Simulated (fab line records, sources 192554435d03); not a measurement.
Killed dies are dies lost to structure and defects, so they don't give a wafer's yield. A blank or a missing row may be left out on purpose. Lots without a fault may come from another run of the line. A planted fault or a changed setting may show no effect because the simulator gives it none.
fab line records | flow n5_finfet
record lots=8 wafers=21 last_day=19
route steps=1938 shown BEOL_M4@1111 BEOL_M7@1331 BEOL_M8@1332 PASSIVATION@1936
lots that met no fault: from a run of the same line without faults
start_h: hours from the record's first day to the start of the lot's first wafer shown | wait_h: hours since the lot's step before | " the same as in the row above | L1.1+2: a row that stands for several wafers | - no value, or no start given | * or withheld: withheld | < > ~ a bound
route shown NAME@n: a module of which the file shows steps, and the number in the route of the first | usual: mean/standard deviation of fault-free wafers | same: alike in all rows | chamber/n: place in a boat | sites: the reading at each site | _std_site: their standard deviation | _edge_site: outer sites' mean less inner sites' | radius_mm: how far each site lies from the wafer's centre | mask NAME#n: copy n | behind: the tool/chamber that last shaped the wafer | hold: why the lot was held/for how many hours/how that ended | device: the transistor (n, p or np) that didn't switch | end of line: the same wafers' tests at the end of the route | a step without rows: its recipe alone | killed: dies lost to structure and defects at the first sort, not the wafer's yield | map: a wafer's dies, x killed, . not, _ none there
set.NAME: the setting as run; set.NAME@STEP: as run at that earlier step | model.NAME: the simulator's own value behind a step, which no gauge read
steps of the route over a sample of lots; a table a step, a row a wafer
services: from which hour (start_h, from the record's first day; less than 0 if before it) a tool's chamber was out of use, for how many hours, and why
## steps
# step N5_BEOL_M4_RC_MEAS_101
# usual DIBL_N=36.4/2.2 DIBL_P=36.3/2.5 IOFF_N=0.17/0.052 IOFF_P=0.23/0.049 ION_N=674/17 ION_P=464/11 SS_N=71.7/0.98 SS_P=73.3/0.84 VT_N=250/4 VT_P=-249/3.8
# columns lot.wafer tool chamber start_h wait_h DIBL_N[mV/V] DIBL_P[mV/V] IOFF_N[nA/um] IOFF_P[nA/um] ION_N[uA/um] ION_P[uA/um] SS_N[mV/dec] SS_P[mV/dec] VT_N[mV] VT_P[mV]
L906.2 prober-02 0 276.30 0.2 38.0 39.1 0.22 0.31 705 486 72.5 74.4 246 -243
L906.4 " 0 " " 34.6 33.3 0.14 0.21 672 465 71.2 72.7 252 -248
L913.1 prober-02 0 317.45 0.0 36.8 36.9 0.18 0.24 689 468 71.7 72.9 245 -248
L913.3 " 0 " " 38.1 38.4 0.19 0.25 679 463 72.0 73.9 246 -245
L910.1 prober-01 0 321.84 0.0 38.8 38.8 0.24 0.27 700 478 71.9 74.3 243 -243
L910.2 " 0 " " 38.0 36.3 0.21 0.22 649 447 73.6 74.4 248 -251
L910.4 " 0 " " 38.1 37.9 0.20 0.25 688 467 72.5 73.7 245 -247
L912.3 prober-02 0 323.89 0.3 38.8 39.7 0.20 0.27 694 471 71.7 74.4 244 -250
L912.4 " 0 " " 33.4 32.7 0.10 0.15 650 455 70.5 72.4 257 -254
L912.5 " 0 " " 33.9 33.5 0.11 0.17 648 448 70.8 72.1 254 -252
L914.1 prober-01 0 326.37 0.0 33.2 33.6 0.11 0.17 667 459 70.6 71.8 252 -249
L914.2 " 0 " " 37.1 37.4 0.18 0.23 695 472 72.1 72.9 244 -244
L914.5 " 0 " " 35.7 35.1 0.15 0.18 659 451 70.6 72.5 251 -252
L915.1 prober-02 0 331.96 0.0 35.2 34.1 0.15 0.20 683 464 71.3 72.3 249 -251
L915.5 " 0 " " 35.0 34.6 0.14 0.20 675 466 71.2 72.1 251 -250
L915.6 " 0 " " 36.6 36.3 0.17 0.23 689 470 72.5 73.7 249 -249
L916.3 prober-01 0 348.84 0.3 35.3 35.1 0.15 0.21 679 470 71.6 73.5 252 -248
L916.5 " 0 " " 37.2 37.3 0.19 0.24 687 470 71.8 73.9 247 -249
L916.6 " 0 " " 32.0 30.7 0.11 0.16 676 470 69.8 72.2 255 -253
L917.1 prober-01 0 349.46 0.7 33.5 34.5 0.12 0.19 652 459 71.2 72.9 255 -249
L917.4 " 0 " " 34.1 34.9 0.14 0.20 674 470 70.4 71.8 248 -249
# step N5_BEOL_M7_INSPECT_58
# recipe inspect_instrument=darkfield mode=post_dep
# usual raw_defect_count=75/26
# columns lot.wafer tool chamber start_h wait_h raw_defect_count
L906.2 defect_inspect-02 - 309.70 0.0 98
L906.4 " - " " 45
L913.1 defect_inspect-02 - 346.40 0.0 53
L913.3 " - " " 66
L910.1 defect_inspect-02 - 349.34 0.0 103
L910.2 " - " " 108
L910.4 " - " " 107
L914.1 defect_inspect-02 - 356.98 0.0 63
L914.2 " - " " 70
L914.5 " - " " 109
L912.3 defect_inspect-02 - 358.97 0.0 65
L912.4 " - " " 56
L912.5 " - " " 71
L915.1 defect_inspect-01 - 364.30 0.0 60
L915.5 " - " " 126
L915.6 " - " " 59
L916.3 defect_inspect-02 - 377.25 0.0 69
L916.5 " - " " 53
L916.6 " - " " 55
L917.1 defect_inspect-01 - 381.79 0.0 88
L917.4 " - " " 95
# step N5_BEOL_M8_ILD_DEP_00
# recipe material=SiCOH_lowk target_thk_a=1797.5 temp_c=300 precursor=DEMS/porogen pressure_torr=5 rf_w=500 time_s=33.4
# usual heater_power_w=348/59 showerhead_plenum_p_Torr=5.741/0.017 throttle_valve_pct=14.1/0.86
# same time_s=33.4
# columns lot.wafer tool chamber start_h wait_h heater_power_w showerhead_plenum_p_Torr throttle_valve_pct
L906.2 pecvd-04 2 309.73 0.0 410 5.733 12.9
L906.4 " 1 " " 295 5.766 15.2
L913.1 pecvd-01 2 346.44 0.0 433 5.729 13.7
L913.3 " 1 " " 477 5.749 15.4
L910.1 pecvd-02 2 349.38 0.0 311 5.740 13.6
L910.2 " 1 " " 261 5.745 15.0
L910.4 " 2 " " 321 5.738 13.7
L914.1 pecvd-04 2 357.02 0.0 369 5.720 12.9
L914.2 " 0 " " 378 5.713 13.7
L914.5 " 2 " " 382 5.714 12.5
L912.3 pecvd-01 2 359.02 0.1 433 5.754 13.6
L912.4 " 0 " " 295 5.757 14.8
L912.5 " 0 " " 298 5.756 14.9
L915.1 pecvd-02 2 364.34 0.0 332 5.745 13.4
L915.5 " 1 " " 240 5.751 14.9
L915.6 " 2 " " 346 5.750 13.4
L916.3 pecvd-02 1 377.28 0.0 276 5.743 14.7
L916.5 " 2 " " 329 5.752 13.5
L916.6 " 1 " " 276 5.736 14.8
L917.1 pecvd-01 0 381.83 0.0 282 5.761 14.8
L917.4 " 2 " " 376 5.732 13.6
# step N5_BEOL_M8_ETCH_61
# recipe chemistry=CF4 target=SiARC target_depth_a=455 mask_material=CAR-ArF time_s=75.8 ion_energy_ev=80 pressure_mtorr=40 source_w=545 bias_w=36 Ar_flow_sccm=100 cf4_flow_sccm=100 ends=cleared
# usual drypump_motor_current_A=5.6/0.47 etch_rf_on_time_s=75.0/1.5 oes_product_au=0.69/0.062 rf_vpp_V=184.4/1.2 showerhead_plenum_p_Torr=2.15/0.064 throttle_valve_pct=15.59/0.24
# columns lot.wafer tool chamber start_h wait_h drypump_motor_current_A etch_rf_on_time_s oes_product_au rf_hours_counter_h rf_vpp_V showerhead_plenum_p_Torr throttle_valve_pct
L906.2 rie_diel-02 2 312.41 0.0 5.2 75.6 0.62 169 184.8 2.20 15.44
L906.4 " 3 " " 5.7 75.3 0.72 54 182.6 2.09 15.38
L913.1 rie_diel-03 3 348.95 0.0 4.8 76.5 0.70 64 186.1 2.25 15.46
L913.3 " 2 " " 5.2 73.8 0.59 240 182.0 2.04 16.01
L910.1 rie_diel-02 0 352.35 0.0 6.3 74.7 0.66 146 183.9 2.15 15.95
L910.2 " 2 " " 5.2 75.2 0.61 188 186.4 2.20 15.48
L910.4 " 2 " " 5.2 76.9 0.60 - 184.9 2.20 15.47
L914.1 rie_diel-02 1 361.68 0.0 5.4 75.7 0.74 53 184.2 2.10 15.61
L914.2 " 0 " " 6.3 73.6 0.66 150 183.6 2.15 15.97
L914.5 " 2 " " 5.3 74.8 0.61 - 184.8 2.20 15.48
L912.3 rie_diel-04 1 361.96 0.0 5.7 72.8 0.61 244 185.1 2.11 15.87
L912.4 " 2 " " 6.2 75.9 0.71 65 187.1 2.25 15.44
L912.5 " 2 " " 6.2 76.1 0.72 - 187.4 2.25 15.44
L915.1 rie_diel-02 3 366.27 0.0 5.7 75.4 0.72 64 182.4 2.09 15.39
L915.5 " 0 " " 6.3 74.6 0.64 - 184.9 2.15 15.97
L915.6 " 3 " " 5.7 75.5 0.71 - 184.0 2.09 15.42
L916.3 rie_diel-02 3 379.25 0.0 5.7 73.9 0.72 68 183.4 2.08 15.43
L916.5 " 3 " " 5.7 73.5 0.72 - 184.9 2.08 15.41
L916.6 " 2 " " 5.2 74.6 0.61 - 184.2 2.19 15.48
L917.1 rie_diel-03 1 383.66 0.0 5.8 77.5 0.74 32 183.1 2.09 15.18
L917.4 " 0 " " 5.0 71.6 0.67 - 184.3 2.15 15.65
# step N5_BEOL_M8_STRIP_19
# recipe chemistry=O2 power_w=400 temp_c=40 pressure_mtorr=30 rf_frequency_hz=6e+07 bias_power_w=0 overash_fraction=0.2 o2_flow_sccm=225
# usual bias_power_w=0/0 chamber_pressure_mTorr=30.00/0.034 drypump_motor_current_A=5.6/0.47 oes_product_au=0.82/0.087 rf_vpp_V=3.7/0.59 showerhead_plenum_p_Torr=2.11/0.069 throttle_valve_pct=16.68/0.25
# columns lot.wafer tool chamber start_h wait_h bias_power_w chamber_pressure_mTorr drypump_motor_current_A oes_product_au rf_hours_counter_h rf_vpp_V showerhead_plenum_p_Torr throttle_valve_pct
L906.2 rie_diel-02 0 312.77 0.1 0 30.00 6.3 0.77 127 3.9 2.12 17.06
L906.4 " 1 " " 0 29.99 5.5 0.92 30 4.4 2.06 16.71
L913.1 rie_diel-03 0 349.31 0.1 0 30.02 5.0 0.77 98 3.4 2.10 16.66
L913.3 " 1 " " 0 30.02 5.8 0.92 21 4.5 2.04 16.20
L910.1 rie_diel-03 3 352.74 0.1 - - - - - - - -
L910.2 " 1 " " - - - - - - - -
L910.4 " 0 " " - - - - - - - -
L914.1 rie_diel-04 2 362.55 0.6 0 29.96 6.2 0.85 65 3.8 2.22 16.57
L914.2 " 0 " " 0 29.98 5.8 0.95 15 4.0 2.15 16.32
L914.5 " 2 " " 0 30.03 6.2 0.85 - 3.6 2.22 16.56
L912.3 rie_diel-04 1 362.59 0.3 - - - - - - - -
L912.4 " 2 " " - - - - - - - -
L912.5 " 0 " " - - - - - - - -
L915.1 rie_diel-02 3 366.62 0.1 0 30.02 5.7 0.83 64 4.5 2.07 16.62
L915.5 " 3 " " 0 30.00 5.7 0.83 - 3.3 2.06 16.61
L915.6 " 0 " " 0 30.04 6.3 0.74 - 3.7 2.11 17.11
L916.3 rie_diel-02 3 379.61 0.1 0 29.99 5.7 0.84 69 4.6 2.06 16.61
L916.5 " 2 " " 0 30.02 5.2 0.72 - 3.5 2.20 16.75
L916.6 " 3 " " 0 29.98 5.7 0.82 - 3.6 2.06 16.61
L917.1 rie_diel-04 0 384.02 0.1 0 29.98 5.8 0.94 22 3.6 2.15 16.33
L917.4 " 0 " " 0 29.93 5.8 0.94 - 3.5 2.15 16.34
# step N5_BEOL_M8_ETCH_66
# recipe chemistry=N2/H2 target=SOC target_depth_a=800 overetch_a=160 mask_material=SiARC temp_c=40 time_s=120 ion_energy_ev=200 pressure_mtorr=30 source_w=840 bias_w=150 n2_flow_sccm=200 h2_flow_sccm=200
# usual drypump_motor_current_A=5.5/0.47 oes_product_au=0.62/0.065 rf_vpp_V=524.4/2.8 showerhead_plenum_p_Torr=2.56/0.094 throttle_valve_pct=17.74/0.21
# same time_s=120
# columns lot.wafer tool chamber start_h wait_h drypump_motor_current_A oes_product_au rf_hours_counter_h rf_vpp_V showerhead_plenum_p_Torr throttle_valve_pct
L906.2 rie_diel-03 3 313.66 0.0 4.9 0.65 55 527.9 2.69 17.64
L906.4 " 0 " " 5.0 0.61 89 525.2 2.54 17.58
L913.1 rie_diel-02 2 350.95 0.0 5.3 0.55 187 527.3 2.61 17.68
L913.3 " 1 " " 5.5 0.67 48 522.5 2.50 17.96
L910.1 rie_diel-03 2 355.88 0.0 5.2 0.69 242 518.4 2.39 18.02
L910.2 " 1 " " 5.8 0.88 23 523.4 2.49 17.45
L910.4 " 0 " " 5.0 0.80 100 524.5 2.54 17.65
L914.1 rie_diel-03 0 363.43 0.0 5.0 0.59 103 524.8 2.54 17.62
L914.2 " 3 " " 4.8 0.63 70 527.2 2.68 17.67
L914.5 " 0 " " 5.0 0.60 - 525.3 2.54 17.60
L912.3 rie_diel-02 3 365.68 0.0 5.7 0.85 64 520.8 2.44 17.38
L912.4 " 0 " " 6.3 0.76 152 524.2 2.52 17.90
L912.5 " 1 " " 5.5 0.87 - 523.9 2.50 18.00
L915.1 rie_diel-02 2 369.58 0.0 5.2 0.54 195 524.6 2.61 17.67
L915.5 " 0 " " 6.3 0.57 - 523.6 2.51 17.89
L915.6 " 3 " " 5.7 0.64 - 521.7 2.44 17.35
L916.3 rie_diel-03 1 380.47 0.0 5.8 0.68 31 521.6 2.48 17.43
L916.5 " 3 " " 4.9 0.63 - 527.7 2.68 17.67
L916.6 " 1 " " 5.8 0.68 - 522.0 2.48 17.45
L917.1 rie_diel-04 0 385.99 0.0 5.8 0.69 23 528.0 2.62 17.61
L917.4 " 3 " " 6.0 0.62 - 524.2 2.58 17.92
# step N5_BEOL_M8_VIA_ETCH_34
# recipe chemistry=C4F6/O2 target=SiCOH_lowk target_depth_a=1255 mask_material=SOC taper_deg=4 time_s=50.5 ion_energy_ev=250 pressure_mtorr=30 source_w=345 bias_w=185 Ar_flow_sccm=300 C4F6_flow_sccm=10 O2_flow_sccm=10
# usual drypump_motor_current_A=5.5/0.47 oes_product_au=0.81/0.088 rf_vpp_V=670/18 showerhead_plenum_p_Torr=2.86/0.096 throttle_valve_pct=20.86/0.25
# same time_s=50.5
# columns lot.wafer tool chamber start_h wait_h drypump_motor_current_A oes_product_au rf_hours_counter_h rf_vpp_V showerhead_plenum_p_Torr throttle_valve_pct
L906.2 rie_diel-03 3 313.77 0.0 4.8 0.86 55 705 3.01 20.79
L906.4 " 0 " " 5.0 0.80 89 676 2.86 20.87
L913.1 rie_diel-02 2 351.05 0.0 5.2 0.71 187 653 2.93 20.70
L913.3 " 1 " " 5.4 0.88 48 670 2.79 21.01
L910.1 rie_diel-03 2 355.98 0.0 5.2 0.26 242 667 2.70 21.10
L910.2 " 1 " " 5.8 0.34 23 658 2.78 20.34
L910.4 " 0 " " 5.0 0.30 100 676 2.85 20.71
L914.1 rie_diel-03 0 363.53 0.0 5.0 0.79 103 676 2.85 20.87
L914.2 " 3 " " 4.9 0.83 70 705 3.01 20.81
L914.5 " 0 " " 5.0 0.78 - 674 2.85 20.87
L912.3 rie_diel-02 3 365.78 0.0 5.7 0.31 64 655 2.77 20.52
L912.4 " 0 " " 6.4 0.29 152 648 2.85 21.12
L912.5 " 1 " " 5.5 0.33 - 669 2.79 20.85
L915.1 rie_diel-02 2 369.68 0.0 5.2 0.71 195 653 2.92 20.73
L915.5 " 0 " " 6.4 0.75 - 648 2.84 21.25
L915.6 " 3 " " 5.7 0.83 - 655 2.77 20.67
L916.3 rie_diel-03 1 380.57 0.0 5.9 0.89 31 659 2.78 20.47
L916.5 " 3 " " 4.9 0.82 - 704 3.00 20.81
L916.6 " 1 " " 5.8 0.89 - 658 2.78 20.49
L917.1 rie_diel-04 0 386.09 0.0 5.8 0.93 23 643 2.89 20.46
L917.4 " 3 " " 6.0 0.81 - 692 2.85 20.84
# step N5_PASSIVATION_PROBE_49
# usual defect_limited_yield=91.2/1.4 killed_at_M0_to_M3=34/9.3 killed_at_M4_up=14/5.9 killed_at_contacts=14/5.7 killed_at_front_end=38/10 killed_at_other=4/3.2 killed_dies=104/17 killed_on_rim=14/4 killed_open=67/13 killed_short=33/6.9 sort_bin_5_function=5.2/1 sort_bin_6_memory=3.3/0.61 sort_n_pass=1069/52 sort_yield_pct=91/4.4
# same gross_dies=1180 killed_at_back_side=0 sort_bin_4_leakage[%]=0 sort_bin_8_speed[%]=0
# columns lot.wafer tool chamber start_h wait_h defect_limited_yield[%] killed_at_M0_to_M3 killed_at_M4_up killed_at_contacts killed_at_front_end killed_at_other killed_dies killed_on_rim killed_open killed_short sort_bin_5_function[%] sort_bin_6_memory[%] sort_n_pass sort_yield_pct[%]
L906.2 prober-01 - 380.75 0.1 89.0 40 14 17 45 14 130 26 84 34 7.9 3.1 1050 89
L906.4 prober-01 - 380.85 0.2 91.3 43 8 16 33 3 103 11 61 34 5.1 3.5 1077 91
L913.1 prober-02 - 417.78 0.0 90.8 39 8 16 42 4 109 13 67 38 5.7 3.4 1071 91
L913.3 prober-02 - 417.88 0.1 91.0 30 14 10 50 2 106 12 63 38 5.3 3.3 1074 91
L910.1 prober-02 - 428.36 0.0 0 24 1079 13 58 6 1180 152 76 43 95.6 4.1 0 0
L910.2 prober-02 - 428.41 0.1 0 30 1063 9 77 1 1180 152 97 34 95.6 4.2 0 0
L910.4 prober-02 - 428.51 0.2 0 32 1093 5 49 1 1180 152 63 32 96.5 3.0 0 0
L914.1 prober-01 - 428.67 0.0 91.2 28 8 21 37 10 104 15 63 29 5.3 3.3 1076 91
L914.2 prober-01 - 428.72 0.1 91.1 45 13 15 28 4 105 14 67 33 5.6 3.1 1075 91
L914.5 prober-01 - 428.87 0.2 92.0 35 12 12 32 3 94 16 57 31 4.5 2.8 1086 92
L912.3 prober-01 - 431.67 0.1 0 41 1089 22 25 3 1180 152 63 29 96.0 3.6 0 0
L912.4 prober-01 - 431.72 0.2 0 37 1104 7 25 7 1180 152 56 33 96.7 3.1 0 0
L912.5 prober-01 - 431.77 0.2 0 33 1104 6 30 7 1180 152 64 22 95.9 3.7 0 0
L915.1 prober-02 - 438.40 0.0 91.3 33 15 21 33 1 103 16 66 33 5.3 3.1 1077 91
L915.5 prober-02 - 438.60 0.2 93.0 28 8 12 32 3 83 12 59 19 3.9 2.8 1097 93
L915.6 prober-02 - 438.65 0.3 92.9 26 4 7 45 2 84 9 46 34 4.2 2.6 1096 93
L917.1 prober-01 - 461.54 0.7 89.5 45 15 9 47 8 124 25 65 44 6.3 3.6 1056 89
L917.4 prober-01 - 461.69 0.8 91.2 33 13 7 41 10 104 15 63 35 5.8 2.9 1076 91
L916.3 prober-01 - 461.94 0.9 93.9 23 21 14 12 2 72 12 53 17 3.6 2.2 1108 94
L916.5 prober-01 - 462.04 1.0 91.7 29 17 18 32 2 98 12 67 28 4.8 3.2 1082 92
L916.6 prober-01 - 462.09 1.0 93.0 26 14 9 31 3 83 10 56 27 4.2 2.7 1097 93
# killed by level:class
L906.2 MOL_CONTACT_COAG:geometric_particle:open=14 FIN_SAQP:geometric_particle:open=12 BEOL_M1:geometric_particle:open=12 STI_FIN_REVEAL:geometric_particle:open=10 PASSIVATION:area_etch=9 BEOL_M3:geometric_particle:open=8 GATE_CUT:geometric_particle:short=6 BEOL_M0_SAQP:geometric_particle:short=6
L906.4 MOL_CONTACT_COAG:geometric_particle:open=12 FIN_SAQP:geometric_particle:short=9 BEOL_M0_SAQP:geometric_particle:short=8 BEOL_M0_SAQP:geometric_particle:open=7 BEOL_M1:geometric_particle:open=7 BEOL_M3:geometric_particle:open=7 FIN_SAQP:geometric_particle:open=6 BEOL_M2:geometric_particle:open=6
L913.1 DUMMY_GATE:geometric_particle:open=12 MOL_CONTACT_COAG:geometric_particle:open=12 BEOL_M0_SAQP:geometric_particle:short=9 BEOL_M1:geometric_particle:open=8 FIN_SAQP:geometric_particle:open=7 BEOL_M0_SAQP:geometric_particle:open=5 GATE_CUT:geometric_particle:short=5 BEOL_M3:geometric_particle:open=5
L913.3 FIN_SAQP:geometric_particle:open=15 FIN_SAQP:geometric_particle:short=11 BEOL_M0_SAQP:geometric_particle:open=10 MOL_CONTACT_COAG:geometric_particle:open=8 BEOL_M2:geometric_particle:open=7 GATE_CUT:geometric_particle:short=6 BEOL_M0_SAQP:geometric_particle:short=6 STI_FIN_REVEAL:geometric_particle:open=5
L910.1 BEOL_M8:area_etch=1053 STI_FIN_REVEAL:geometric_particle:open=20 MOL_CONTACT_COAG:geometric_particle:open=10 FIN_SAQP:geometric_particle:short=9 BEOL_M8:plasma_strip_residue=8 BEOL_M2:geometric_particle:open=7 BEOL_M4:geometric_particle:open=7 FIN_SAQP:geometric_particle:open=6
L910.2 BEOL_M8:area_etch=1035 STI_FIN_REVEAL:geometric_particle:open=49 BEOL_M8:plasma_strip_residue=14 STI_FIN_REVEAL:geometric_particle:short=11 MOL_CONTACT_COAG:geometric_particle:open=7 BEOL_M0_SAQP:geometric_particle:open=7 BEOL_M5:geometric_particle:open=7 BEOL_M2:geometric_particle:open=6
L910.4 BEOL_M8:area_etch=1075 STI_FIN_REVEAL:geometric_particle:open=16 BEOL_M8:plasma_strip_residue=9 FIN_SAQP:geometric_particle:open=8 BEOL_M0_SAQP:geometric_particle:short=7 BEOL_M0_SAQP:geometric_particle:open=7 STI_FIN_REVEAL:geometric_particle:short=5 GATE_CUT:geometric_particle:short=5
L914.1 MOL_CONTACT_COAG:geometric_particle:open=15 BEOL_M2:geometric_particle:open=10 FIN_SAQP:geometric_particle:open=7 GATE_CUT:geometric_particle:short=7 BEOL_M3:geometric_particle:open=6 PASSIVATION:area_etch=6 FIN_CUT:geometric_particle:short=5 MOL_CONTACT_COAG:geometric_particle:short=5
L914.2 BEOL_M2:geometric_particle:open=15 MOL_CONTACT_COAG:geometric_particle:open=11 BEOL_M3:geometric_particle:open=10 BEOL_M1:geometric_particle:open=8 FIN_SAQP:geometric_particle:short=5 BEOL_M0_SAQP:geometric_particle:short=5 STI_FIN_REVEAL:geometric_particle:open=5 BEOL_M4:geometric_particle:open=5
L914.5 FIN_SAQP:geometric_particle:open=8 MOL_CONTACT_COAG:geometric_particle:open=8 BEOL_M0_SAQP:geometric_particle:open=8 BEOL_M3:geometric_particle:open=6 BEOL_M0_SAQP:geometric_particle:short=5 STARTING-WAFER:geometric_particle:short=5 FIN_SAQP:geometric_particle:short=4 STI_FIN_REVEAL:geometric_particle:open=4
L912.3 BEOL_M8:area_etch=1057 MOL_CONTACT_COAG:area_etch=18 BEOL_M8:plasma_strip_residue=13 BEOL_M1:geometric_particle:open=9 BEOL_M4:geometric_particle:open=9 BEOL_M2:geometric_particle:open=8 BEOL_M0_SAQP:geometric_particle:short=8 BEOL_M0_SAQP:geometric_particle:open=8
L912.4 BEOL_M8:area_etch=1079 BEOL_M1:geometric_particle:open=9 BEOL_M8:plasma_strip_residue=9 BEOL_M0_SAQP:geometric_particle:short=7 BEOL_M4:geometric_particle:open=7 MOL_CONTACT_COAG:geometric_particle:open=5 BEOL_M0_SAQP:geometric_particle:open=5 STARTING-WAFER:geometric_particle:open=5
L912.5 BEOL_M8:area_etch=1072 BEOL_M8:plasma_strip_residue=16 STI_FIN_REVEAL:geometric_particle:open=9 BEOL_M4:geometric_particle:open=8 BEOL_M2:geometric_particle:open=7 FIN_SAQP:geometric_particle:open=6 BEOL_M0:geometric_particle:open=6 MOL_CONTACT_COAG:geometric_particle:open=5
L915.1 MOL_CONTACT_COAG:geometric_particle:open=16 STI_FIN_REVEAL:geometric_particle:open=10 BEOL_M2:geometric_particle:open=10 BEOL_M4:geometric_particle:open=6 BEOL_M0_SAQP:geometric_particle:short=5 BEOL_M1:geometric_particle:open=5 BEOL_M2:geometric_particle:short=5 DUMMY_GATE:geometric_particle:open=4
L915.5 MOL_CONTACT_COAG:geometric_particle:open=12 STI_FIN_REVEAL:geometric_particle:open=9 BEOL_M3:geometric_particle:open=7 DUMMY_GATE:geometric_particle:open=6 BEOL_M0_SAQP:geometric_particle:short=6 BEOL_M0_SAQP:geometric_particle:open=5 BEOL_M2:geometric_particle:open=4 GATE_CUT:geometric_particle:short=3
L915.6 STI_FIN_REVEAL:geometric_particle:open=12 BEOL_M0_SAQP:geometric_particle:short=9 STI_FIN_REVEAL:geometric_particle:short=7 BEOL_M3:geometric_particle:open=6 GATE_CUT:geometric_particle:short=5 MOL_CONTACT_COAG:geometric_particle:open=5 BEOL_M0_SAQP:geometric_particle:open=5 DUMMY_GATE:geometric_particle:open=4
L917.1 BEOL_M3:geometric_particle:open=13 FIN_SAQP:geometric_particle:short=11 BEOL_M0_SAQP:geometric_particle:short=8 FIN_CUT:area_etch=8 BEOL_M1:geometric_particle:open=7 MOL_CONTACT_COAG:geometric_particle:open=6 BEOL_M4:geometric_particle:open=6 ILD0:geometric_particle:short=5
L917.4 FIN_SAQP:geometric_particle:short=12 FIN_SAQP:geometric_particle:open=11 BEOL_M2:geometric_particle:open=8 BEOL_M3:geometric_particle:open=6 BEOL_M0_SAQP:geometric_particle:short=4 MOL_CONTACT_COAG:geometric_particle:open=4 BEOL_M1:geometric_particle:open=4 STARTING-WAFER:geometric_particle:short=4
L916.3 MOL_CONTACT_COAG:geometric_particle:open=13 BEOL_M2:geometric_particle:open=10 BEOL_M4:geometric_particle:open=8 BEOL_M0_SAQP:geometric_particle:open=4 BEOL_M0_SAQP:geometric_particle:short=4 BEOL_M8:geometric_particle:open=3 BEOL_M6:geometric_particle:open=3 STI_FIN_REVEAL:geometric_particle:open=2
L916.5 MOL_CONTACT_COAG:geometric_particle:open=16 BEOL_M0_SAQP:geometric_particle:open=11 BEOL_M4:geometric_particle:open=9 BEOL_M0_SAQP:geometric_particle:short=8 STI_FIN_REVEAL:geometric_particle:open=7 STARTING-WAFER:geometric_particle:short=5 BEOL_M3:geometric_particle:open=3 BEOL_M5:geometric_particle:open=3
L916.6 BEOL_M0_SAQP:geometric_particle:open=8 BEOL_M2:geometric_particle:open=8 FIN_SAQP:geometric_particle:open=7 MOL_CONTACT_COAG:geometric_particle:open=6 BEOL_M4:geometric_particle:open=5 STI_FIN_REVEAL:geometric_particle:open=4 BEOL_M0_SAQP:geometric_particle:short=4 FIN_SAQP:geometric_particle:short=3
## services
# columns tool chamber start_h hours kind
rie_diel-02 1 286.15 11.8 repair
rie_diel-04 0 302.78 - clean
rie_diel-04 0 302.78 - consumable_replace:focus_ring
rie_diel-04 0 302.78 21.6 scheduled_down
rie_diel-04 0 302.78 21.6 vent_cycle
pecvd-02 0 305.05 5.5 scheduled_down
rie_diel-02 3 333.88 28.2 repair
pecvd-01 1 355.77 5.0 repair
rie_diel-03 1 359.08 5.1 repair
pecvd-04 - 363.16 6.0 pm
pecvd-02 1 373.58 2.1 scheduled_down
rie_diel-03 2 376.64 - clean
rie_diel-03 2 376.64 - consumable_replace:focus_ring
rie_diel-03 2 376.64 - consumable_replace:showerhead
rie_diel-03 2 376.64 19.1 scheduled_down
rie_diel-03 2 376.64 19.1 vent_cycle
rie_diel-04 1 382.68 - clean
rie_diel-04 1 382.68 - consumable_replace:focus_ring
rie_diel-04 1 382.68 23.1 scheduled_down
rie_diel-04 1 382.68 23.1 vent_cycle
pecvd-04 1 383.62 - clean
pecvd-04 1 383.62 - consumable_replace:showerhead
pecvd-04 1 383.62 29.0 scheduled_down
pecvd-04 1 383.62 29.0 vent_cycle
## key
first_sign step=N5_BEOL_M8_STRIP_19 reading=tool_record direction=missing
effect step=N5_BEOL_M8_ETCH_66 reading=oes_product_au direction=up sigmas=2.9 usual=0.62 struck=0.81
effect step=N5_BEOL_M8_VIA_ETCH_34 reading=oes_product_au direction=down sigmas=5.8 usual=0.81 struck=0.30
effect step=N5_PASSIVATION_PROBE_49 reading=killed_at_M4_up direction=up sigmas=99+ usual=14 struck=1089
more_kills_born_at N5_BEOL_M8_ETCH_66@rie_diel-02=3208 N5_BEOL_M8_ETCH_66@rie_diel-03=3163
met_at N5_BEOL_M8_STRIP_19
struck_lots L910,L912
later_rows_left_out L910.1,L910.2,L910.4,L912.3,L912.4,L912.5
baseline_loss step=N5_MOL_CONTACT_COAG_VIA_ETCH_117 wafers=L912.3
not_acting_at N5_BEOL_M7_INSPECT_58,N5_BEOL_M8_ILD_DEP_00,N5_BEOL_M8_ETCH_61
fault kind=skipped_step_whole tool=rie_diel-03,rie_diel-04 chamber=- onset_h=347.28 steps=N5_BEOL_M8_STRIP_19 scope=struck_lots_only
# later_rows_left_out: the simulator's readings of these wafers behind a module that went badly wrong aren't trusted and aren't shown, but for the sort
# baseline_loss: these wafers lose ten dies or more at that step, a loss of the line's own and not of a fault; the sort's usual values leave them out
